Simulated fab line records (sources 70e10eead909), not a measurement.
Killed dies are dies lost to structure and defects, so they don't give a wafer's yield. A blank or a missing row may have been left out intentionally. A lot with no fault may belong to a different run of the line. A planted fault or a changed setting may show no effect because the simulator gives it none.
Which tool did it? + flow nand-harc + 24 lots with 72 wafers sampled at 6 steps, on a route of 1159 steps

WHAT THE GAUGES READ, wafer by wafer
The record lacks any reading of a measuring or inspecting step that a usual standard deviation could be used to judge.

TOOL THAT RAN EACH LOT (tool first, then ch and the chambers of the sampled wafers, then the start)
| lot  | NHARC_P_M2_STRIP_18                | NHARC_P_M2_PRE_CLEAN_32         | NHARC_P_BONDPAD_DEP_00                     | NHARC_P_BONDPAD_CMP_32        | NHARC_P_BONDPAD_ETCH_37            | NHARC_P_BONDPAD_PVD_17   |
|------|------------------------------------|---------------------------------|--------------------------------------------|-------------------------------|------------------------------------|--------------------------|
| L076 | rie-diel-03 ch 1,2, day 6 15:13    | pecvd-03 ch 0, day 6 17:31      | pecvd-03 ch 0, day 6 18:45                 | cmp-02 ch 0,1,3, day 6 19:37  | rie-diel-02 ch 0,1, day 6 20:35    | pvd-sputter-03, no start |
| L075 | rie-diel-03 ch 1,2, day 6 16:08    | pecvd-01 ch 0,1,2, day 6 18:25  | pecvd-04 ch 0,1, day 6 18:57               | cmp-04 ch 0,1,2, day 6 19:20  | rie-diel-02 ch 1,2,3, day 6 20:26  | pvd-sputter-02, no start |
| L074 | rie-diel-05 ch 0,2,3, day 6 16:29  | pecvd-01 ch 0,1, day 6 18:45    | pecvd-04 ch 0,1, day 6 19:15               | cmp-03 ch 0,2,3, day 6 19:39  | rie-diel-04 ch 0,1,2, day 6 20:38  | pvd-sputter-02, no start |
| L077 | rie-diel-05 ch 0,1,2, day 7 01:47  | pecvd-03 ch 1,2, day 7 04:03    | pecvd-03 ch 0,1,2, day 7 04:56 or earlier  | cmp-02 ch 1,2,3, day 7 04:56  | rie-diel-04 ch 0,1,2, day 7 06:04  | pvd-sputter-03, no start |
| L078 | rie-diel-05 ch 0,1, day 7 02:07    | pecvd-01 ch 0,2, day 7 04:21    | pecvd-01 ch 0,2, day 7 05:15 or earlier    | cmp-04 ch 1,2, day 7 05:15    | rie-diel-11 ch 1,3, day 7 06:21    | pvd-sputter-01, no start |
| L079 | rie-diel-05 ch 1,3, day 7 09:28    | pecvd-01 ch 1,2, day 7 11:46    | pecvd-03 ch 0,1,2, day 7 12:19             | cmp-02 ch 0,3, day 7 12:41    | rie-diel-04 ch 1,2, day 7 13:40    | pvd-sputter-02, no start |
| L080 | rie-diel-05 ch 1,2, day 7 16:18    | pecvd-01 ch 0,2, day 7 18:38    | pecvd-03 ch 1,2, day 7 19:07               | cmp-02 ch 0,1,3, day 7 19:36  | rie-diel-11 ch 0,3, day 7 20:38    | pvd-sputter-02, no start |
| L081 | rie-diel-03 ch 0,2,3, day 8 02:43  | pecvd-03 ch 0,1, day 8 05:01    | pecvd-04 ch 1,2, day 8 05:34               | cmp-04 ch 0,1,3, day 8 05:56  | rie-diel-04 ch 1,2,3, day 8 06:55  | pvd-sputter-01, no start |
| L083 | rie-diel-03 ch 0,1,3, day 8 12:17  | pecvd-03 ch 1,2, day 8 15:11    | pecvd-01 ch 0,1, day 8 15:44               | cmp-04 ch 0,2, day 8 16:06    | rie-diel-04 ch 0,2, day 8 17:05    | pvd-sputter-02, no start |
| L082 | rie-diel-05 ch 0,2,3, day 8 12:57  | pecvd-03 ch 0,2, day 8 15:49    | pecvd-01 ch 0,1,2, day 8 16:20             | cmp-02 ch 1,2,3, day 8 16:42  | rie-diel-04 ch 0,1, day 8 17:49    | pvd-sputter-02, no start |
| L084 | rie-diel-05 ch 0,1,2, day 8 21:55  | pecvd-01 ch 0,1,2, day 9 00:30  | pecvd-01 ch 0,1,2, day 9 01:23 or earlier  | cmp-03 ch 0,2,3, day 9 01:23  | rie-diel-02 ch 1,2,3, day 9 02:31  | pvd-sputter-02, no start |
| L086 | rie-diel-12 ch 0,1,2, day 9 09:01  | pecvd-03 ch 0,1,2, day 9 11:31  | pecvd-03 ch 1,2, day 9 12:32 or earlier    | cmp-03 ch 0,1,3, day 9 12:32  | rie-diel-04 ch 0,1,3, day 9 13:39  | pvd-sputter-01, no start |
| L087 | rie-diel-05 ch 0,3, day 9 09:20    | pecvd-03 ch 1,2, day 9 12:34    | pecvd-03 ch 0,1,2, day 9 13:26 or earlier  | cmp-03 ch 0,2,3, day 9 13:26  | rie-diel-04 ch 0,3, day 9 14:33    | pvd-sputter-02, no start |
| L085 | rie-diel-05 ch 0,1,3, day 9 12:02  | pecvd-03 ch 0,1, day 9 14:47    | pecvd-03 ch 0,1, day 9 15:43 or earlier    | cmp-04 ch 0,2,3, day 9 15:43  | rie-diel-04 ch 0,3, day 9 16:46    | pvd-sputter-01, no start |
| L089 | rie-diel-05 ch 2,3, day 10 07:05   | pecvd-03 ch 0,2, day 10 09:28   | pecvd-01 ch 1,2, day 10 10:13              | cmp-02 ch 0,3, day 10 10:36   | rie-diel-11 ch 0,3, day 10 11:44   | pvd-sputter-01, no start |
| L090 | rie-diel-03 ch 0,1,2, day 10 09:43 | pecvd-03 ch 0,1,2, day 10 11:59 | pecvd-01 ch 0,1, day 10 12:29              | cmp-03 ch 0,1, day 10 12:53   | rie-diel-11 ch 2,3, day 10 13:54   | pvd-sputter-02, no start |
| L088 | rie-diel-05 ch 0,2,3, day 10 11:20 | pecvd-04 ch 0,1,2, day 10 13:50 | pecvd-03 ch 0,1,2, day 10 14:19            | cmp-04 ch 0,1,3, day 10 14:43 | rie-diel-04 ch 0,2,3, day 10 15:50 | pvd-sputter-03, no start |
| L091 | rie-diel-05 ch 0,2, day 10 11:56   | pecvd-03 ch 0,1,2, day 10 14:53 | pecvd-04 ch 1,2, day 10 15:26              | cmp-04 ch 1,2,3, day 10 15:52 | rie-diel-11 ch 0,3, day 10 16:56   | pvd-sputter-03, no start |
| L092 | rie-diel-05 ch 0,2,3, day 10 21:07 | pecvd-03 ch 0,2, day 10 23:23   | pecvd-04 ch 0,1,2, day 10 23:52            | cmp-03 ch 0,2, day 11 00:17   | rie-diel-04 ch 0,2,3, day 11 01:25 | pvd-sputter-01, no start |
| L093 | rie-diel-05 ch 1,2, day 10 21:32   | pecvd-03 ch 0,2, day 10 23:48   | pecvd-03 ch 0,1,2, day 11 00:42 or earlier | cmp-04 ch 0,1,2, day 11 00:42 | rie-diel-11 ch 0,2, day 11 01:41   | pvd-sputter-02, no start |
| L094 | rie-diel-05 ch 0,2,3, day 11 00:39 | pecvd-03 ch 0,2, day 11 02:56   | pecvd-03 ch 0,1, day 11 03:50 or earlier   | cmp-02 ch 0,1,3, day 11 03:50 | rie-diel-04 ch 0,2,3, day 11 04:59 | pvd-sputter-01, no start |
| L095 | rie-diel-05 ch 0,1, day 11 07:36   | pecvd-03 ch 0,1,2, day 11 09:59 | pecvd-03 ch 0,1,2, day 11 10:54 or earlier | cmp-02 ch 0,2,3, day 11 10:54 | rie-diel-04 ch 0,2, day 11 11:52   | pvd-sputter-02, no start |
| L096 | rie-diel-05 ch 0,1, day 11 14:16   | pecvd-03 ch 0,1,2, day 11 18:29 | pecvd-03 ch 0,1, day 11 19:22 or earlier   | cmp-02 ch 2,3, day 11 19:22   | rie-diel-02 ch 0,3, day 11 20:33   | pvd-sputter-02, no start |
| L097 | rie-diel-05 ch 0,3, day 11 19:29   | pecvd-03 ch 0,1, day 11 21:45   | pecvd-04 ch 1,2, day 11 22:14              | cmp-04 ch 1,2, day 11 22:40   | rie-diel-11 ch 1,3, day 11 23:45   | pvd-sputter-02, no start |
- NHARC_P_M2_STRIP_18: strips in N2/H2.
- NHARC_P_M2_PRE_CLEAN_32: time 12 s.
- NHARC_P_BONDPAD_DEP_00: deposits SiCN, target thk 250 nm.
- NHARC_P_BONDPAD_CMP_32: polishes SiCN, target thk 200 nm.
- NHARC_P_BONDPAD_ETCH_37: etches the open film in N2/H2, target depth 60 nm, overetch 18 nm, time 65.91 s.
- NHARC_P_BONDPAD_PVD_17: deposits TaN, target thk 5 nm, time 8.06 s.

AS READ BY THE TOOLS THEMSELVES (means over the sampled wafers that have a number; for cases with no such wafer, the mark the record gives instead)
NHARC_P_M2_STRIP_18. Usual: drypump-motor-current-A 5.55 A, standard deviation 0.22; oes-product-au 0.996 a.u., standard deviation 0.016; rf-vpp-V 90.5 V, standard deviation 0.85; showerhead-plenum-p-Torr 2.00 Torr, standard deviation 0.08; throttle-valve-pct 14.172 %, standard deviation 0.0096.
| lot  | tool        | drypump-motor-current-A (A) | oes-product-au (a.u.) | rf-vpp-V (V) | showerhead-plenum-p-Torr (Torr) | throttle-valve-pct (%) | flag |
|------|-------------|-----------------------------|-----------------------|--------------|---------------------------------|------------------------|------|
| L076 | rie-diel-03 | 5.43                        | 0.989                 | 89.7         | 2.03                            | 14.178                 |      |
| L075 | rie-diel-03 | 5.42                        | 0.992                 | 90.1         | 2.03                            | 14.179                 |      |
| L074 | rie-diel-05 | 5.62                        | 1.006                 | 91.0         | 2.01                            | 14.169                 |      |
| L077 | rie-diel-05 | 5.62                        | 1.008                 | 90.7         | 1.96                            | 14.163                 |      |
| L078 | rie-diel-05 | 5.64                        | 1.016                 | 90.9         | 2.02                            | 14.169                 |      |
| L079 | rie-diel-05 | 5.39                        | 1.025                 | 90.9         | 1.94                            | 14.163                 |      |
| L080 | rie-diel-05 | 5.63                        | 1.021                 | 90.0         | 1.91                            | 14.168                 |      |
| L081 | rie-diel-03 | 5.54                        | 0.999                 | 90.9         | 2.05                            | 14.173                 |      |
| L083 | rie-diel-03 | 5.36                        | 0.995                 | 91.5         | 2.00                            | 14.175                 |      |
| L082 | rie-diel-05 | 5.59                        | 0.990                 | 91.5         | 2.01                            | 14.168                 |      |
| L084 | rie-diel-05 | 5.63                        | 0.995                 | 90.7         | 1.96                            | 14.183                 |      |
| L086 | rie-diel-12 | 5.82                        | 0.997                 | 90.4         | 2.02                            | 14.177                 |      |
| L087 | rie-diel-05 | 5.57                        | 0.985                 | 90.7         | 2.06                            | 14.170                 |      |
| L085 | rie-diel-05 | 5.47                        | 0.982                 | 90.6         | 2.00                            | 14.178                 |      |
| L089 | rie-diel-05 | 5.62                        | 1.005                 | 90.0         | 1.95                            | 14.164                 |      |
| L090 | rie-diel-03 | 5.59                        | 0.986                 | 90.0         | 2.05                            | 14.163                 |      |
| L088 | rie-diel-05 | 5.60                        | 0.984                 | 90.3         | 2.01                            | 14.170                 |      |
| L091 | rie-diel-05 | 5.74                        | 0.990                 | 89.7         | 1.97                            | 14.177                 |      |
| L092 | rie-diel-05 | 5.60                        | 0.992                 | 89.9         | 2.01                            | 14.177                 |      |
| L093 | rie-diel-05 | 5.51                        | 0.985                 | 90.2         | 1.90                            | 14.170                 |      |
| L094 | rie-diel-05 | 5.60                        | 0.990                 | 90.3         | 2.01                            | 14.171                 |      |
| L095 | rie-diel-05 | 5.52                        | 0.976                 | 90.2         | 1.96                            | 14.174                 |      |
| L096 | rie-diel-05 | 5.52                        | 0.977                 | 90.6         | 1.96                            | 14.167                 |      |
| L097 | rie-diel-05 | 5.50                        | 0.991                 | 90.5         | 2.05                            | 14.182                 |      |

NHARC_P_M2_PRE_CLEAN_32. Usual: heater-power-w at 629 W, with a standard deviation of 85.
| lot  | tool     | heater-power-w (W) | flag |
|------|----------|--------------------|------|
| L076 | pecvd-03 | 688                |      |
| L075 | pecvd-01 | 558                |      |
| L074 | pecvd-01 | 611                |      |
| L077 | pecvd-03 | 654                |      |
| L078 | pecvd-01 | 633                |      |
| L079 | pecvd-01 | 465                |      |
| L080 | pecvd-01 | 633                |      |
| L081 | pecvd-03 | 650                |      |
| L083 | pecvd-03 | 645                |      |
| L082 | pecvd-03 | 713                |      |
| L084 | pecvd-01 | 574                |      |
| L086 | pecvd-03 | 600                |      |
| L087 | pecvd-03 | 674                |      |
| L085 | pecvd-03 | 686                |      |
| L089 | pecvd-03 | 628                |      |
| L090 | pecvd-03 | 605                |      |
| L088 | pecvd-04 | 711                |      |
| L091 | pecvd-03 | 654                |      |
| L092 | pecvd-03 | 662                |      |
| L093 | pecvd-03 | 704                |      |
| L094 | pecvd-03 | 659                |      |
| L095 | pecvd-03 | 647                |      |
| L096 | pecvd-03 | 628                |      |
| L097 | pecvd-03 | 626                |      |

NHARC_P_BONDPAD_DEP_00. Usual: heater-power-w at 593 W, with a standard deviation of 99.
| lot  | tool     | heater-power-w (W) | flag |
|------|----------|--------------------|------|
| L076 | pecvd-03 | 668                |      |
| L075 | pecvd-04 | 763                |      |
| L074 | pecvd-04 | 719                |      |
| L077 | pecvd-03 | 590                |      |
| L078 | pecvd-01 | 509                |      |
| L079 | pecvd-03 | 570                |      |
| L080 | pecvd-03 | 542                |      |
| L081 | pecvd-04 | 663                |      |
| L083 | pecvd-01 | 565                |      |
| L082 | pecvd-01 | 525                |      |
| L084 | pecvd-01 | 516                |      |
| L086 | pecvd-03 | 601                |      |
| L087 | pecvd-03 | 616                |      |
| L085 | pecvd-03 | 568                |      |
| L089 | pecvd-01 | 464                |      |
| L090 | pecvd-01 | 564                |      |
| L088 | pecvd-03 | 584                |      |
| L091 | pecvd-04 | 648                |      |
| L092 | pecvd-04 | 659                |      |
| L093 | pecvd-03 | 591                |      |
| L094 | pecvd-03 | 533                |      |
| L095 | pecvd-03 | 580                |      |
| L096 | pecvd-03 | 603                |      |
| L097 | pecvd-04 | 591                |      |

NHARC_P_BONDPAD_CMP_32. Usual: motor-current-A at 12.1 A, with a standard deviation of 1.1.
| lot  | tool   | motor-current-A (A) | flag |
|------|--------|---------------------|------|
| L076 | cmp-02 | 11.7                |      |
| L075 | cmp-04 | 11.5                |      |
| L074 | cmp-03 | 12.4                |      |
| L077 | cmp-02 | 11.9                |      |
| L078 | cmp-04 | 12.1                |      |
| L079 | cmp-02 | 11.7                |      |
| L080 | cmp-02 | 12.5                |      |
| L081 | cmp-04 | 12.7                |      |
| L083 | cmp-04 | 10.5                |      |
| L082 | cmp-02 | 11.9                |      |
| L084 | cmp-03 | 12.2                |      |
| L086 | cmp-03 | 12.3                |      |
| L087 | cmp-03 | 11.9                |      |
| L085 | cmp-04 | 12.0                |      |
| L089 | cmp-02 | 11.4                |      |
| L090 | cmp-03 | 12.3                |      |
| L088 | cmp-04 | 13.1                |      |
| L091 | cmp-04 | 12.4                |      |
| L092 | cmp-03 | 11.8                |      |
| L093 | cmp-04 | 12.0                |      |
| L094 | cmp-02 | 11.8                |      |
| L095 | cmp-02 | 12.0                |      |
| L096 | cmp-02 | 11.4                |      |
| L097 | cmp-04 | 11.9                |      |

NHARC_P_BONDPAD_ETCH_37. Usual: drypump-motor-current-A 5.8 A, standard deviation 0.32; oes-product-au 0.998 a.u., standard deviation 0.014; rf-vpp-V 430.1 V, standard deviation 2.8; showerhead-plenum-p-Torr 2.03 Torr, standard deviation 0.094; throttle-valve-pct 14.172 %, standard deviation 0.011.
| lot  | tool        | drypump-motor-current-A (A) | oes-product-au (a.u.) | rf-vpp-V (V) | showerhead-plenum-p-Torr (Torr) | throttle-valve-pct (%) | flag |
|------|-------------|-----------------------------|-----------------------|--------------|---------------------------------|------------------------|------|
| L076 | rie-diel-02 | 5.4                         | 0.987                 | 428.3        | 1.99                            | 14.174                 |      |
| L075 | rie-diel-02 | 6.2                         | 0.982                 | 429.4        | 1.99                            | 14.163                 |      |
| L074 | rie-diel-04 | 5.6                         | 0.997                 | 430.6        | 2.06                            | 14.175                 |      |
| L077 | rie-diel-04 | 5.7                         | 0.996                 | 430.3        | 2.06                            | 14.163                 |      |
| L078 | rie-diel-11 | 5.8                         | 1.002                 | 431.1        | 2.09                            | 14.168                 |      |
| L079 | rie-diel-04 | 5.6                         | 0.997                 | 429.9        | 1.99                            | 14.164                 |      |
| L080 | rie-diel-11 | 6.0                         | 1.003                 | 429.0        | 1.99                            | 14.168                 |      |
| L081 | rie-diel-04 | 5.7                         | 0.989                 | 428.5        | 2.00                            | 14.169                 |      |
| L083 | rie-diel-04 | 5.6                         | 1.010                 | 432.9        | 2.12                            | 14.172                 |      |
| L082 | rie-diel-04 | 5.7                         | 1.002                 | 430.0        | 1.99                            | 14.181                 |      |
| L084 | rie-diel-02 | 6.2                         | 0.988                 | 428.8        | 1.99                            | 14.175                 |      |
| L086 | rie-diel-04 | 5.7                         | 1.001                 | 429.5        | 2.00                            | 14.173                 |      |
| L087 | rie-diel-04 | 5.8                         | 0.999                 | 430.6        | 2.06                            | 14.187                 |      |
| L085 | rie-diel-04 | 5.8                         | 0.997                 | 428.2        | 2.00                            | 14.168                 |      |
| L089 | rie-diel-11 | 6.1                         | 1.009                 | 428.2        | 1.96                            | 14.169                 |      |
| L090 | rie-diel-11 | 6.3                         | 1.001                 | 428.8        | 1.98                            | 14.174                 |      |
| L088 | rie-diel-04 | 5.7                         | 1.006                 | 430.9        | 2.06                            | 14.173                 |      |
| L091 | rie-diel-11 | 6.0                         | 1.008                 | 428.3        | 1.98                            | 14.170                 |      |
| L092 | rie-diel-04 | 5.7                         | 1.001                 | 430.8        | 2.06                            | 14.175                 |      |
| L093 | rie-diel-11 | 6.2                         | 1.014                 | 428.7        | 1.95                            | 14.167                 |      |
| L094 | rie-diel-04 | 5.7                         | 0.998                 | 431.4        | 2.06                            | 14.167                 |      |
| L095 | rie-diel-04 | 5.6                         | 1.009                 | 433.3        | 2.12                            | 14.186                 |      |
| L096 | rie-diel-02 | 5.8                         | 0.985                 | 433.4        | 2.14                            | 14.175                 |      |
| L097 | rie-diel-11 | 5.9                         | 0.995                 | 430.8        | 2.03                            | 14.178                 |      |

NHARC_P_BONDPAD_PVD_17. Usual: cathode-dc-power-W 15000 W, standard deviation 2.7; throttle-valve-pct 30.2 %, standard deviation 0.9.
| lot  | tool           | cathode-dc-power-W (W) | throttle-valve-pct (%) | flag |
|------|----------------|------------------------|------------------------|------|
| L076 | pvd-sputter-03 | 15001                  | 28.5                   |      |
| L075 | pvd-sputter-02 | 15000                  | 30.3                   |      |
| L074 | pvd-sputter-02 | 14997                  | 30.7                   |      |
| L077 | pvd-sputter-03 | 14997                  | 29.1                   |      |
| L078 | pvd-sputter-01 | 14999                  | 30.6                   |      |
| L079 | pvd-sputter-02 | 14998                  | 30.5                   |      |
| L080 | pvd-sputter-02 | 14999                  | 30.7                   |      |
| L081 | pvd-sputter-01 | 14999                  | 30.3                   |      |
| L083 | pvd-sputter-02 | 15002                  | 30.4                   |      |
| L082 | pvd-sputter-02 | 15002                  | 30.5                   |      |
| L084 | pvd-sputter-02 | 15000                  | 30.5                   |      |
| L086 | pvd-sputter-01 | 15001                  | 30.5                   |      |
| L087 | pvd-sputter-02 | 15002                  | 30.9                   |      |
| L085 | pvd-sputter-01 | 15001                  | 29.9                   |      |
| L089 | pvd-sputter-01 | 15000                  | 30.2                   |      |
| L090 | pvd-sputter-02 | 15002                  | 30.3                   |      |
| L088 | pvd-sputter-03 | 15001                  | 28.4                   |      |
| L091 | pvd-sputter-03 | 15000                  | 29.6                   |      |
| L092 | pvd-sputter-01 | 15001                  | 30.5                   |      |
| L093 | pvd-sputter-02 | 15001                  | 30.2                   |      |
| L094 | pvd-sputter-01 | 15002                  | 30.3                   |      |
| L095 | pvd-sputter-02 | 15000                  | 30.2                   |      |
| L096 | pvd-sputter-02 | 15003                  | 30.4                   |      |
| L097 | pvd-sputter-02 | 14998                  | 30.3                   |      |

THE ANSWER, worked out from the rows above alone
Rule: take the mean of a lot's wafers that have a number; if it is more than 3 standard deviations from the usual mean, the lot is off. Also off: a lot with no number at a reading for which 4 or more lots have one. All remaining lots with rows at the step are treated as sound. After the gauges, taken in route order, come the tools' own readings; for these a lot's mean is taken, as printed above. The first step at which some lot is off is used, and at that step the reading that is off furthest; a lot without a number counts as furthest.
None of the lots is off at any reading shown; this tells nothing.

WHAT WAS PUT IN BY THE SIMULATOR
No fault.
